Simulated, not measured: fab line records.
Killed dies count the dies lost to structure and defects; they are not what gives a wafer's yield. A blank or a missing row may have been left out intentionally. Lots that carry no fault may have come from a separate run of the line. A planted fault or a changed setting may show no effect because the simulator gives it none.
fab line records / flow nand_harc / part 2 of 2: steps 23 to 33 of 33
[record] lots = 5 wafers = 15 last_day = 30
route steps=1302 shown A_STAIRCASE@862 A_SGD_CUT@890
lots untouched by any fault: they come from a run of this same line in which no faults occurred
start_h: hours from the record's opening day to when the first of the lot's shown wafers began / wait_h: hours from the lot's prior step to this one / " same as the row above / L1.1+2: a row that stands for several wafers / - value missing, or start not given / * or withheld: withheld / < > ~ a bound
route shown NAME@n: names a module that has steps shown in the file, with the first one's number in the route / usual: mean/standard deviation taken from wafers without a fault / same: alike in all rows / chamber/n: place in a boat / sites: each site's reading / _std_site: standard deviation across them / _edge_site: outer sites' mean less inner sites' / radius_mm: how far each site lies from the wafer's centre / mask NAME#n: copy n / behind: the last tool/chamber to shape the wafer / hold: why the lot was held/for how many hours/how that ended / device: names the non-switching transistor (n, p or np) / end of line: at the end of the route, the tests of the same wafers / step lacking rows: just its recipe / killed: dies lost to structure and defects at the first sort, not the wafer's yield / map: per-die view of a wafer (x killed, . not killed, _ where there is no die)
set.NAME: the setting the step ran with; set.NAME@STEP: the setting that earlier step ran with / model.NAME: the simulator's own value behind a step, which no gauge read
a table for each step, a row for each wafer; lots at some steps of the route
services: a tool's chamber out of use, with start hour (start_h, from the record's first day; less than 0 if before it), hours out, and reason
[[steps]]
[step NHARC_A_STAIRCASE_SRD_474]
lot.wafer=L074.1+3+2 tool=wet_bench-07 chamber=6,7,0 start_h=459.12 wait_h=0.1
lot.wafer=L079.6+3+2 tool=wet_bench-06 chamber=3,6,0 start_h=473.64 wait_h=0.0
lot.wafer=L081.5+1+2 tool=wet_bench-02 chamber=4,7,0 start_h=515.69 wait_h=0.0
lot.wafer=L083.1+3+4 tool=wet_bench-06 chamber=7,1,2 start_h=530.26 wait_h=0.0
lot.wafer=L089.5+1+6 tool=wet_bench-02 chamber=7,0,2 start_h=595.62 wait_h=0.0
[step NHARC_A_STAIRCASE_INSPECT_155]
[usual] raw_defect_count = 391/110
lot.wafer=L074.1 tool=defect_inspect-02 chamber=- start_h=459.18 wait_h=0.1 raw_defect_count=505
lot.wafer=L074.2 tool=defect_inspect-02 chamber=- start_h=459.18 wait_h=0.1 raw_defect_count=608
lot.wafer=L074.3 tool=defect_inspect-02 chamber=- start_h=459.18 wait_h=0.1 raw_defect_count=559
lot.wafer=L079.2 tool=defect_inspect-02 chamber=- start_h=473.72 wait_h=0.1 raw_defect_count=513
lot.wafer=L079.3 tool=defect_inspect-02 chamber=- start_h=473.72 wait_h=0.1 raw_defect_count=319
lot.wafer=L079.6 tool=defect_inspect-02 chamber=- start_h=473.72 wait_h=0.1 raw_defect_count=599
lot.wafer=L081.1 tool=defect_inspect-01 chamber=- start_h=515.77 wait_h=0.1 raw_defect_count=264
lot.wafer=L081.2 tool=defect_inspect-01 chamber=- start_h=515.77 wait_h=0.1 raw_defect_count=302
lot.wafer=L081.5 tool=defect_inspect-01 chamber=- start_h=515.77 wait_h=0.1 raw_defect_count=221
lot.wafer=L083.1 tool=defect_inspect-01 chamber=- start_h=530.34 wait_h=0.1 raw_defect_count=269
lot.wafer=L083.3 tool=defect_inspect-01 chamber=- start_h=530.34 wait_h=0.1 raw_defect_count=409
lot.wafer=L083.4 tool=defect_inspect-01 chamber=- start_h=530.34 wait_h=0.1 raw_defect_count=378
lot.wafer=L089.1 tool=defect_inspect-02 chamber=- start_h=595.70 wait_h=0.1 raw_defect_count=328
lot.wafer=L089.5 tool=defect_inspect-02 chamber=- start_h=595.70 wait_h=0.1 raw_defect_count=468
lot.wafer=L089.6 tool=defect_inspect-02 chamber=- start_h=595.70 wait_h=0.1 raw_defect_count=345
[step NHARC_A_SGD_CUT_DEP_00]
[recipe] target_thk_a = 500 temp_c = 400 target_thk_nm = 50 flow_sccm = 200 rf_w = 450 material = SiNx
[usual] heater_power_w = 690/79
lot.wafer=L074.2 tool=pecvd-02 chamber=1 start_h=459.28 wait_h=0.1 heater_power_w=700
lot.wafer=L074.1 tool=pecvd-02 chamber=2 start_h=459.28 wait_h=0.1 heater_power_w=712
lot.wafer=L074.3 tool=pecvd-02 chamber=0 start_h=459.28 wait_h=0.1 heater_power_w=654
lot.wafer=L079.2 tool=pecvd-02 chamber=1 start_h=473.79 wait_h=0.1 heater_power_w=625
lot.wafer=L079.3 tool=pecvd-02 chamber=2 start_h=473.79 wait_h=0.1 heater_power_w=842
lot.wafer=L079.6 tool=pecvd-02 chamber=1 start_h=473.79 wait_h=0.1 heater_power_w=626
lot.wafer=L081.1 tool=pecvd-03 chamber=2 start_h=515.86 wait_h=0.1 heater_power_w=722
lot.wafer=L081.2 tool=pecvd-03 chamber=0 start_h=515.86 wait_h=0.1 heater_power_w=546
lot.wafer=L081.5 tool=pecvd-03 chamber=1 start_h=515.86 wait_h=0.1 heater_power_w=730
lot.wafer=L083.3 tool=pecvd-03 chamber=1 start_h=530.41 wait_h=0.1 heater_power_w=736
lot.wafer=L083.1 tool=pecvd-03 chamber=2 start_h=530.41 wait_h=0.1 heater_power_w=708
lot.wafer=L083.4 tool=pecvd-03 chamber=2 start_h=530.41 wait_h=0.1 heater_power_w=686
lot.wafer=L089.1 tool=pecvd-03 chamber=1 start_h=595.77 wait_h=0.1 heater_power_w=597
lot.wafer=L089.6 tool=pecvd-03 chamber=1 start_h=595.77 wait_h=0.1 heater_power_w=618
lot.wafer=L089.5 tool=pecvd-03 chamber=2 start_h=595.77 wait_h=0.1 heater_power_w=707
[step NHARC_A_SGD_CUT_DEHYDRATE_01]
[recipe] temp_c = 150 time_s = 120
[usual] chill_plate_temp_C = 23.00/0.11
lot.wafer=L074.1 tool=litho_track-01 chamber=0 start_h=459.55 wait_h=0.2 chill_plate_temp_C=23.14
lot.wafer=L074.2 tool=litho_track-01 chamber=0 start_h=459.55 wait_h=0.2 chill_plate_temp_C=23.12
lot.wafer=L074.3 tool=litho_track-01 chamber=0 start_h=459.55 wait_h=0.2 chill_plate_temp_C=23.14
lot.wafer=L079.2 tool=litho_track-01 chamber=0 start_h=474.06 wait_h=0.2 chill_plate_temp_C=23.05
lot.wafer=L079.3 tool=litho_track-01 chamber=0 start_h=474.06 wait_h=0.2 chill_plate_temp_C=23.03
lot.wafer=L079.6 tool=litho_track-01 chamber=0 start_h=474.06 wait_h=0.2 chill_plate_temp_C=22.98
lot.wafer=L081.1 tool=litho_track-06 chamber=0 start_h=516.10 wait_h=0.2 chill_plate_temp_C=22.89
lot.wafer=L081.2 tool=litho_track-06 chamber=0 start_h=516.10 wait_h=0.2 chill_plate_temp_C=22.84
lot.wafer=L081.5 tool=litho_track-06 chamber=0 start_h=516.10 wait_h=0.2 chill_plate_temp_C=22.91
lot.wafer=L083.1 tool=litho_track-01 chamber=0 start_h=530.68 wait_h=0.2 chill_plate_temp_C=23.22
lot.wafer=L083.3 tool=litho_track-01 chamber=0 start_h=530.68 wait_h=0.2 chill_plate_temp_C=23.11
lot.wafer=L083.4 tool=litho_track-01 chamber=0 start_h=530.68 wait_h=0.2 chill_plate_temp_C=23.00
lot.wafer=L089.1 tool=litho_track-04 chamber=0 start_h=596.03 wait_h=0.2 chill_plate_temp_C=22.93
lot.wafer=L089.5 tool=litho_track-04 chamber=0 start_h=596.03 wait_h=0.2 chill_plate_temp_C=23.12
lot.wafer=L089.6 tool=litho_track-04 chamber=0 start_h=596.03 wait_h=0.2 chill_plate_temp_C=23.14
[step NHARC_A_SGD_CUT_HMDS_02]
[recipe] time_s = 30
[usual] chill_plate_temp_C = 23.01/0.1
lot.wafer=L074.1 tool=litho_track-01 chamber=0 start_h=- wait_h=- chill_plate_temp_C=22.95
lot.wafer=L074.2 tool=litho_track-01 chamber=0 start_h=- wait_h=- chill_plate_temp_C=22.83
lot.wafer=L074.3 tool=litho_track-01 chamber=0 start_h=- wait_h=- chill_plate_temp_C=22.83
lot.wafer=L079.2 tool=litho_track-01 chamber=0 start_h=- wait_h=- chill_plate_temp_C=23.07
lot.wafer=L079.3 tool=litho_track-01 chamber=0 start_h=- wait_h=- chill_plate_temp_C=23.15
lot.wafer=L079.6 tool=litho_track-01 chamber=0 start_h=- wait_h=- chill_plate_temp_C=23.13
lot.wafer=L081.1 tool=litho_track-06 chamber=0 start_h=- wait_h=- chill_plate_temp_C=23.18
lot.wafer=L081.2 tool=litho_track-06 chamber=0 start_h=- wait_h=- chill_plate_temp_C=22.94
lot.wafer=L081.5 tool=litho_track-06 chamber=0 start_h=- wait_h=- chill_plate_temp_C=23.10
lot.wafer=L083.1 tool=litho_track-01 chamber=0 start_h=- wait_h=- chill_plate_temp_C=23.14
lot.wafer=L083.3 tool=litho_track-01 chamber=0 start_h=- wait_h=- chill_plate_temp_C=23.09
lot.wafer=L083.4 tool=litho_track-01 chamber=0 start_h=- wait_h=- chill_plate_temp_C=23.11
lot.wafer=L089.1 tool=litho_track-04 chamber=0 start_h=- wait_h=- chill_plate_temp_C=22.99
lot.wafer=L089.5 tool=litho_track-04 chamber=0 start_h=- wait_h=- chill_plate_temp_C=23.00
lot.wafer=L089.6 tool=litho_track-04 chamber=0 start_h=- wait_h=- chill_plate_temp_C=23.02
[step NHARC_A_SGD_CUT_COAT_56]
[recipe] temp_c = 260 time_s = 75
[usual] chill_plate_temp_C = 22.97/0.1
lot.wafer=L074.1 tool=litho_track-01 chamber=0 start_h=- wait_h=- chill_plate_temp_C=23.02
lot.wafer=L074.2 tool=litho_track-01 chamber=0 start_h=- wait_h=- chill_plate_temp_C=22.87
lot.wafer=L074.3 tool=litho_track-01 chamber=0 start_h=- wait_h=- chill_plate_temp_C=23.11
lot.wafer=L079.2 tool=litho_track-01 chamber=0 start_h=- wait_h=- chill_plate_temp_C=23.01
lot.wafer=L079.3 tool=litho_track-01 chamber=0 start_h=- wait_h=- chill_plate_temp_C=22.95
lot.wafer=L079.6 tool=litho_track-01 chamber=0 start_h=- wait_h=- chill_plate_temp_C=23.14
lot.wafer=L081.1 tool=litho_track-06 chamber=0 start_h=- wait_h=- chill_plate_temp_C=22.94
lot.wafer=L081.2 tool=litho_track-06 chamber=0 start_h=- wait_h=- chill_plate_temp_C=22.81
lot.wafer=L081.5 tool=litho_track-06 chamber=0 start_h=- wait_h=- chill_plate_temp_C=22.79
lot.wafer=L083.1 tool=litho_track-01 chamber=0 start_h=- wait_h=- chill_plate_temp_C=22.99
lot.wafer=L083.3 tool=litho_track-01 chamber=0 start_h=- wait_h=- chill_plate_temp_C=23.13
lot.wafer=L083.4 tool=litho_track-01 chamber=0 start_h=- wait_h=- chill_plate_temp_C=23.08
lot.wafer=L089.1 tool=litho_track-04 chamber=0 start_h=- wait_h=- chill_plate_temp_C=22.99
lot.wafer=L089.5 tool=litho_track-04 chamber=0 start_h=- wait_h=- chill_plate_temp_C=23.02
lot.wafer=L089.6 tool=litho_track-04 chamber=0 start_h=- wait_h=- chill_plate_temp_C=22.92
[step NHARC_A_SGD_CUT_COAT_57]
[recipe] temp_c = 225 time_s = 65
[usual] chill_plate_temp_C = 22.99/0.1
lot.wafer=L074.1 tool=litho_track-01 chamber=0 start_h=- wait_h=- chill_plate_temp_C=22.92
lot.wafer=L074.2 tool=litho_track-01 chamber=0 start_h=- wait_h=- chill_plate_temp_C=22.94
lot.wafer=L074.3 tool=litho_track-01 chamber=0 start_h=- wait_h=- chill_plate_temp_C=23.00
lot.wafer=L079.2 tool=litho_track-01 chamber=0 start_h=- wait_h=- chill_plate_temp_C=23.18
lot.wafer=L079.3 tool=litho_track-01 chamber=0 start_h=- wait_h=- chill_plate_temp_C=23.13
lot.wafer=L079.6 tool=litho_track-01 chamber=0 start_h=- wait_h=- chill_plate_temp_C=23.07
lot.wafer=L081.1 tool=litho_track-06 chamber=0 start_h=- wait_h=- chill_plate_temp_C=22.74
lot.wafer=L081.2 tool=litho_track-06 chamber=0 start_h=- wait_h=- chill_plate_temp_C=22.89
lot.wafer=L081.5 tool=litho_track-06 chamber=0 start_h=- wait_h=- chill_plate_temp_C=22.96
lot.wafer=L083.1 tool=litho_track-01 chamber=0 start_h=- wait_h=- chill_plate_temp_C=23.21
lot.wafer=L083.3 tool=litho_track-01 chamber=0 start_h=- wait_h=- chill_plate_temp_C=23.02
lot.wafer=L083.4 tool=litho_track-01 chamber=0 start_h=- wait_h=- chill_plate_temp_C=23.05
lot.wafer=L089.1 tool=litho_track-04 chamber=0 start_h=- wait_h=- chill_plate_temp_C=23.10
lot.wafer=L089.5 tool=litho_track-04 chamber=0 start_h=- wait_h=- chill_plate_temp_C=23.02
lot.wafer=L089.6 tool=litho_track-04 chamber=0 start_h=- wait_h=- chill_plate_temp_C=22.88
[step NHARC_A_SGD_CUT_COAT_03]
[recipe] spin_rpm = 1500 resist_thk_nm = 90
[usual] chill_plate_temp_C = 23.00/0.11
lot.wafer=L074.1 tool=litho_track-01 chamber=0 start_h=- wait_h=- chill_plate_temp_C=23.08
lot.wafer=L074.2 tool=litho_track-01 chamber=0 start_h=- wait_h=- chill_plate_temp_C=23.08
lot.wafer=L074.3 tool=litho_track-01 chamber=0 start_h=- wait_h=- chill_plate_temp_C=23.09
lot.wafer=L079.2 tool=litho_track-01 chamber=0 start_h=- wait_h=- chill_plate_temp_C=23.14
lot.wafer=L079.3 tool=litho_track-01 chamber=0 start_h=- wait_h=- chill_plate_temp_C=23.02
lot.wafer=L079.6 tool=litho_track-01 chamber=0 start_h=- wait_h=- chill_plate_temp_C=22.96
lot.wafer=L081.1 tool=litho_track-06 chamber=0 start_h=- wait_h=- chill_plate_temp_C=23.05
lot.wafer=L081.2 tool=litho_track-06 chamber=0 start_h=- wait_h=- chill_plate_temp_C=22.90
lot.wafer=L081.5 tool=litho_track-06 chamber=0 start_h=- wait_h=- chill_plate_temp_C=23.04
lot.wafer=L083.1 tool=litho_track-01 chamber=0 start_h=- wait_h=- chill_plate_temp_C=23.08
lot.wafer=L083.3 tool=litho_track-01 chamber=0 start_h=- wait_h=- chill_plate_temp_C=23.02
lot.wafer=L083.4 tool=litho_track-01 chamber=0 start_h=- wait_h=- chill_plate_temp_C=23.02
lot.wafer=L089.1 tool=litho_track-04 chamber=0 start_h=- wait_h=- chill_plate_temp_C=23.02
lot.wafer=L089.5 tool=litho_track-04 chamber=0 start_h=- wait_h=- chill_plate_temp_C=22.99
lot.wafer=L089.6 tool=litho_track-04 chamber=0 start_h=- wait_h=- chill_plate_temp_C=23.05
[step NHARC_A_SGD_CUT_SOFTBAKE_04]
[recipe] temp_c = 105 time_s = 55
[usual] chill_plate_temp_C = 23.03/0.1
lot.wafer=L074.1 tool=litho_track-01 chamber=0 start_h=- wait_h=- chill_plate_temp_C=23.09
lot.wafer=L074.2 tool=litho_track-01 chamber=0 start_h=- wait_h=- chill_plate_temp_C=23.13
lot.wafer=L074.3 tool=litho_track-01 chamber=0 start_h=- wait_h=- chill_plate_temp_C=23.08
lot.wafer=L079.2 tool=litho_track-01 chamber=0 start_h=- wait_h=- chill_plate_temp_C=22.91
lot.wafer=L079.3 tool=litho_track-01 chamber=0 start_h=- wait_h=- chill_plate_temp_C=22.89
lot.wafer=L079.6 tool=litho_track-01 chamber=0 start_h=- wait_h=- chill_plate_temp_C=22.89
lot.wafer=L081.1 tool=litho_track-06 chamber=0 start_h=- wait_h=- chill_plate_temp_C=22.99
lot.wafer=L081.2 tool=litho_track-06 chamber=0 start_h=- wait_h=- chill_plate_temp_C=22.99
lot.wafer=L081.5 tool=litho_track-06 chamber=0 start_h=- wait_h=- chill_plate_temp_C=23.10
lot.wafer=L083.1 tool=litho_track-01 chamber=0 start_h=- wait_h=- chill_plate_temp_C=23.07
lot.wafer=L083.3 tool=litho_track-01 chamber=0 start_h=- wait_h=- chill_plate_temp_C=22.95
lot.wafer=L083.4 tool=litho_track-01 chamber=0 start_h=- wait_h=- chill_plate_temp_C=23.04
lot.wafer=L089.1 tool=litho_track-04 chamber=0 start_h=- wait_h=- chill_plate_temp_C=22.98
lot.wafer=L089.5 tool=litho_track-04 chamber=0 start_h=- wait_h=- chill_plate_temp_C=23.04
lot.wafer=L089.6 tool=litho_track-04 chamber=0 start_h=- wait_h=- chill_plate_temp_C=23.18
[step NHARC_A_SGD_CUT_EBR_05]
[usual] chill_plate_temp_C = 23.01/0.097
lot.wafer=L074.1 tool=litho_track-01 chamber=0 start_h=- wait_h=- chill_plate_temp_C=23.07
lot.wafer=L074.2 tool=litho_track-01 chamber=0 start_h=- wait_h=- chill_plate_temp_C=23.00
lot.wafer=L074.3 tool=litho_track-01 chamber=0 start_h=- wait_h=- chill_plate_temp_C=22.93
lot.wafer=L079.2 tool=litho_track-01 chamber=0 start_h=- wait_h=- chill_plate_temp_C=23.17
lot.wafer=L079.3 tool=litho_track-01 chamber=0 start_h=- wait_h=- chill_plate_temp_C=23.08
lot.wafer=L079.6 tool=litho_track-01 chamber=0 start_h=- wait_h=- chill_plate_temp_C=22.93
lot.wafer=L081.1 tool=litho_track-06 chamber=0 start_h=- wait_h=- chill_plate_temp_C=22.93
lot.wafer=L081.2 tool=litho_track-06 chamber=0 start_h=- wait_h=- chill_plate_temp_C=22.98
lot.wafer=L081.5 tool=litho_track-06 chamber=0 start_h=- wait_h=- chill_plate_temp_C=23.12
lot.wafer=L083.1 tool=litho_track-01 chamber=0 start_h=- wait_h=- chill_plate_temp_C=23.02
lot.wafer=L083.3 tool=litho_track-01 chamber=0 start_h=- wait_h=- chill_plate_temp_C=22.98
lot.wafer=L083.4 tool=litho_track-01 chamber=0 start_h=- wait_h=- chill_plate_temp_C=22.95
lot.wafer=L089.1 tool=litho_track-04 chamber=0 start_h=- wait_h=- chill_plate_temp_C=22.93
lot.wafer=L089.5 tool=litho_track-04 chamber=0 start_h=- wait_h=- chill_plate_temp_C=23.00
lot.wafer=L089.6 tool=litho_track-04 chamber=0 start_h=- wait_h=- chill_plate_temp_C=23.01
[step NHARC_A_SGD_CUT_EXPOSE_06]
[recipe] na = 1.35 dose_mj = 85.59 mask_id = SGD
[usual] stage_vel_mm_s = 500.05/0.25
lot.wafer=L074.1 tool=arfi_scanner-02 chamber=0 start_h=459.86 wait_h=- mask=SGD#0 stage_vel_mm_s=500.32
lot.wafer=L074.2 tool=arfi_scanner-02 chamber=0 start_h=459.86 wait_h=- mask=SGD#0 stage_vel_mm_s=499.97
lot.wafer=L074.3 tool=arfi_scanner-02 chamber=0 start_h=459.86 wait_h=- mask=SGD#0 stage_vel_mm_s=500.28
lot.wafer=L079.2 tool=arfi_scanner-01 chamber=0 start_h=474.37 wait_h=- mask=SGD#0 stage_vel_mm_s=499.35
lot.wafer=L079.3 tool=arfi_scanner-01 chamber=0 start_h=474.37 wait_h=- mask=SGD#0 stage_vel_mm_s=499.79
lot.wafer=L079.6 tool=arfi_scanner-01 chamber=0 start_h=474.37 wait_h=- mask=SGD#0 stage_vel_mm_s=499.59
lot.wafer=L081.1 tool=arfi_scanner-02 chamber=0 start_h=516.41 wait_h=- mask=SGD#0 stage_vel_mm_s=500.02
lot.wafer=L081.2 tool=arfi_scanner-02 chamber=0 start_h=516.41 wait_h=- mask=SGD#0 stage_vel_mm_s=500.49
lot.wafer=L081.5 tool=arfi_scanner-02 chamber=0 start_h=516.41 wait_h=- mask=SGD#0 stage_vel_mm_s=500.05
lot.wafer=L083.1 tool=arfi_scanner-03 chamber=0 start_h=530.99 wait_h=- mask=SGD#0 stage_vel_mm_s=500.33
lot.wafer=L083.3 tool=arfi_scanner-03 chamber=0 start_h=530.99 wait_h=- mask=SGD#0 stage_vel_mm_s=500.42
lot.wafer=L083.4 tool=arfi_scanner-03 chamber=0 start_h=530.99 wait_h=- mask=SGD#0 stage_vel_mm_s=500.24
lot.wafer=L089.1 tool=arfi_scanner-02 chamber=0 start_h=596.35 wait_h=- mask=SGD#0 stage_vel_mm_s=499.76
lot.wafer=L089.5 tool=arfi_scanner-02 chamber=0 start_h=596.35 wait_h=- mask=SGD#0 stage_vel_mm_s=499.96
lot.wafer=L089.6 tool=arfi_scanner-02 chamber=0 start_h=596.35 wait_h=- mask=SGD#0 stage_vel_mm_s=500.02
[[services]]
tool=cmp-02 chamber=- start_h=430.02 hours=4.0 kind=pm
tool=pecvd-03 chamber=- start_h=439.69 hours=1.6 kind=repair
tool=cmp-03 chamber=- start_h=456.10 hours=4.0 kind=pm
tool=litho_track-05 chamber=- start_h=474.00 hours=7.0 kind=pm
tool=rie_diel-02 chamber=2 start_h=500.57 hours=1.9 kind=repair
tool=cmp-04 chamber=- start_h=503.04 hours=4.0 kind=pm
tool=cmp-02 chamber=- start_h=504.09 hours=2.0 kind=repair
tool=litho_track-01 chamber=- start_h=505.00 hours=7.0 kind=pm
tool=rie_diel-04 chamber=2 start_h=506.47 hours=6.2 kind=repair
tool=wet_bench-07 chamber=- start_h=512.00 hours=8.0 kind=pm
tool=cmp-02 chamber=- start_h=528.02 hours=4.0 kind=pm
tool=litho_track-06 chamber=- start_h=529.00 hours=7.0 kind=pm
tool=rie_diel-04 chamber=- start_h=532.18 hours=9.0 kind=pm
tool=cmp-02 chamber=- start_h=537.51 hours=2.2 kind=repair
tool=cmp-04 chamber=- start_h=541.58 hours=0.5 kind=repair
tool=plasma_asher-02 chamber=- start_h=542.65 hours=12.6 kind=repair
tool=wet_bench-06 chamber=- start_h=545.60 hours=8.0 kind=pm
tool=litho_track-04 chamber=- start_h=553.00 hours=7.0 kind=pm
tool=cmp-03 chamber=- start_h=554.10 hours=4.0 kind=pm
tool=wet_bench-02 chamber=- start_h=557.74 hours=5.3 kind=repair
tool=rie_diel-02 chamber=- start_h=573.36 hours=9.0 kind=pm
tool=cmp-04 chamber=- start_h=580.08 hours=1.0 kind=repair
tool=cmp-03 chamber=- start_h=586.98 hours=3.0 kind=repair
tool=wet_bench-02 chamber=- start_h=596.00 hours=8.0 kind=pm
